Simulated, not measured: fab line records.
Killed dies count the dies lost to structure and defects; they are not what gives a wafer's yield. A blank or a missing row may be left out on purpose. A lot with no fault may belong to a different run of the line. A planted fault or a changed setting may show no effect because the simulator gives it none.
Which tool was responsible?	flow nand-harc	12 lots, 36 wafers sampled, at 5 steps of a route of 1159

== WHAT THE GAUGES READ, wafer by wafer ==
NHARC_A_M0_OVL_MEAS_10: pitch 160 nm.
lot	measured	on	overlay-x-nm (nm)	overlay-y-nm (nm)
L173	day 17 18:49	overlay-01	-0.6 -0.4 -0.6	0.1 0.4 -0.4
L175	day 18 00:25	overlay-01	0.4 0.1 0.0	0.0 -0.3 0.0
L177	day 18 14:41	overlay-02	0.0 -0.2 -0.1	-1.2 -1.3 -0.7
L179	day 19 02:09	overlay-01	-2.5 -2.4 -2.3	0.1 -0.2 -0.4
L180	day 19 11:43	overlay-02	-0.5 -1.0 -0.8	-0.3 -0.2 0.3
L185	day 20 14:57	overlay-02	-2.0 -1.9 -1.9	0.7 0.0 -0.5
L187	day 20 16:07	overlay-02	0.7 0.4 0.5	0.5 0.4 0.5
L192	day 22 06:07	overlay-02	0.3 0.1 0.3	-1.5 -0.8 -0.7
L193	day 22 07:05	overlay-01	-1.2 -1.0 -0.9	1.1 1.3 1.4
L195	day 22 12:05	overlay-02	-2.1 -1.8 -1.5	-1.2 -0.6 -0.9
L196	day 22 13:29	overlay-01	-0.3 0.1 -0.3	-0.5 -1.2 -0.7
L194	day 22 16:29	overlay-02	0.6 0.7 0.6	-1.6 -0.8 -0.3

NHARC_END_SORT_01.
lot	measured	on	defect-limited-yield (%)	killed-at-array	killed-at-other	killed-at-periphery	killed-dies	killed-open	killed-short	sort_bin_2_pct (%)	sort_bin_3_pct (%)	sort_bin_4_pct (%)	sort-n-pass	sort-rim-yield-pct (%)	sort-yield-pct (%)
L185	day 22 13:31	prober-01	0 0 0	674 674 675	0 0 0	3 3 2	677 677 677	8 3 3	7 0 3	97.3 98.5 98.4	0.30 0.15 0.15	2.4 1.3 1.5	0 0 0	0 0 0	0 0 0
L187	day 22 13:32	prober-02	0 0 0	676 675 675	0 1 0	1 1 2	677 677 677	1 2 2	1 3 3	97.5 95.9 96.2	0.59 0.15 0	1.9 4.0 3.8	0 0 0	0 0 0	0 0 0

== WHICH TOOL RAN EACH LOT (tool, then ch and the chambers of the sampled wafers, then the start) ==
lot	NHARC_A_BLC_DEGAS_30	NHARC_A_M0_ETCH_15	NHARC_A_M0_CMP_23
L173	pvd-sputter-01, day 17 15:34	rie-diel-04 ch 0,1,2, day 17 19:07	cmp-03 ch 0,1,3, day 17 21:01
L175	pvd-sputter-01, day 17 19:35	rie-diel-04 ch 0,1,3, day 18 00:41	cmp-03 ch 1,2,3, day 18 02:34
L177	pvd-sputter-01, day 18 12:20	rie-diel-10 ch 1,2,3, day 18 14:59	cmp-01 ch 0,3, day 18 16:58
L179	pvd-sputter-03, day 18 19:29	rie-diel-12 ch 1,2,3, day 19 02:25	cmp-02 ch 0,2,3, day 19 04:18
L180	pvd-sputter-02, day 19 08:33	rie-diel-12 ch 0,3, day 19 11:59	cmp-02 ch 0,3, day 19 14:01
L185	pvd-sputter-01, day 20 12:37	rie-diel-12 ch 1,3, day 20 15:14	cmp-01 ch 0,3, day 20 17:07
L187	pvd-sputter-02, day 20 13:43	rie-diel-10 ch 1,2,3, day 20 16:23	cmp-02 ch 1,2,3, day 20 18:46
L192	pvd-sputter-02, day 22 03:43	rie-diel-12 ch 1,2,3, day 22 06:23	cmp-02 ch 0,1,3, day 22 08:15
L193	pvd-sputter-03, day 22 04:29	rie-diel-12 ch 0,1,3, day 22 07:22	cmp-03 ch 1,2,3, day 22 09:14
L195	pvd-sputter-03, day 22 09:38	rie-diel-04 ch 1,3, day 22 12:22	cmp-03 ch 0,1,3, day 22 14:16
L196	pvd-sputter-02, day 22 11:05	rie-diel-04 ch 1,2, day 22 13:45	cmp-03 ch 0,2,3, day 22 15:35
L194	pvd-sputter-03, day 22 12:41	rie-diel-10 ch 1,2,3, day 22 16:45	cmp-01 ch 0,1,3, day 22 18:49
- NHARC_A_BLC_DEGAS_30: time 60 s.
- NHARC_A_M0_ETCH_15: etches the open film in C4F8/Ar, target depth 150 nm, overetch 15 nm, time 82.5 s.
- NHARC_A_M0_CMP_23: polishes, t overpolish 20 s, target thk 113.75 nm.

== WHAT THE TOOLS THEMSELVES READ (means of the sampled wafers that have a number; where no wafer has one, the mark that the record gives instead) ==
NHARC_A_BLC_DEGAS_30.
lot	tool	heater-power-w (W)
L173	pvd-sputter-01	496
L175	pvd-sputter-01	491
L177	pvd-sputter-01	485
L179	pvd-sputter-03	453
L180	pvd-sputter-02	457
L185	pvd-sputter-01	520
L187	pvd-sputter-02	466
L192	pvd-sputter-02	482
L193	pvd-sputter-03	487
L195	pvd-sputter-03	445
L196	pvd-sputter-02	458
L194	pvd-sputter-03	445

NHARC_A_M0_ETCH_15.
lot	tool	bias-w (W)	chamber-pressure-mTorr (mTorr)	oes-product-au (a.u.)	rf-vpp-V (V)
L173	rie-diel-04	300.3	24.994	0.921	439.9
L175	rie-diel-04	300.7	25.021	0.971	441.0
L177	rie-diel-10	299.5	25.002	0.943	441.9
L179	rie-diel-12	300.7	24.990	0.982	441.0
L180	rie-diel-12	300.1	24.998	0.976	439.9
L185	rie-diel-12	-	-	-	-
L187	rie-diel-10	-	-	-	-
L192	rie-diel-12	300.4	25.014	0.932	440.2
L193	rie-diel-12	299.8	25.012	0.939	442.0
L195	rie-diel-04	300.1	24.995	0.952	440.9
L196	rie-diel-04	299.6	25.011	0.955	440.2
L194	rie-diel-10	299.8	25.029	0.967	440.7

NHARC_A_M0_CMP_23.
lot	tool	motor-current-A (A)	time-to-endpoint-s (s)
L173	cmp-03	12.2	25
L175	cmp-03	12.2	26
L177	cmp-01	9.7	30
L179	cmp-02	11.4	28
L180	cmp-02	12.3	29
L185	cmp-01	10.1	30
L187	cmp-02	11.6	29
L192	cmp-02	12.3	33
L193	cmp-03	11.9	25
L195	cmp-03	12.4	23
L196	cmp-03	12.0	23
L194	cmp-01	10.7	27

== THE ANSWER, worked out from the rows above alone ==
Rule: the lots themselves supply what counts as usual. The widest of any qualifying gaps counts: lots, ordered by their means at a reading, are off when they make up no more than a third of the lots, leave a main group of 4 or more, and stand apart from it by 3 or more times the standard deviation of that group's means. Not used: any main group whose means are identical at the precision the tables above print for the reading. Also off: a lot with no number at a reading for which 4 or more lots have one. Any other lot the step has rows for is counted as sound. After the gauges, taken in route order, come the tools' own readings; for these a lot's mean is taken, as printed above. The first step at which some lot is off is used, and at that step the reading that is off furthest; a lot without a number counts as furthest.
Off at NHARC_A_M0_ETCH_15 (bias-w): L185, L187. Without a number there: L185, L187. For the main group the mean is 300.1 W and the standard deviation 0.4.
If a tool, at that step or one of the process steps before it, ran each lot that is off and ran no sound lot following the first of them, it fits. Of those tried, none fits.

== WHAT THE SIMULATOR PUT IN ==
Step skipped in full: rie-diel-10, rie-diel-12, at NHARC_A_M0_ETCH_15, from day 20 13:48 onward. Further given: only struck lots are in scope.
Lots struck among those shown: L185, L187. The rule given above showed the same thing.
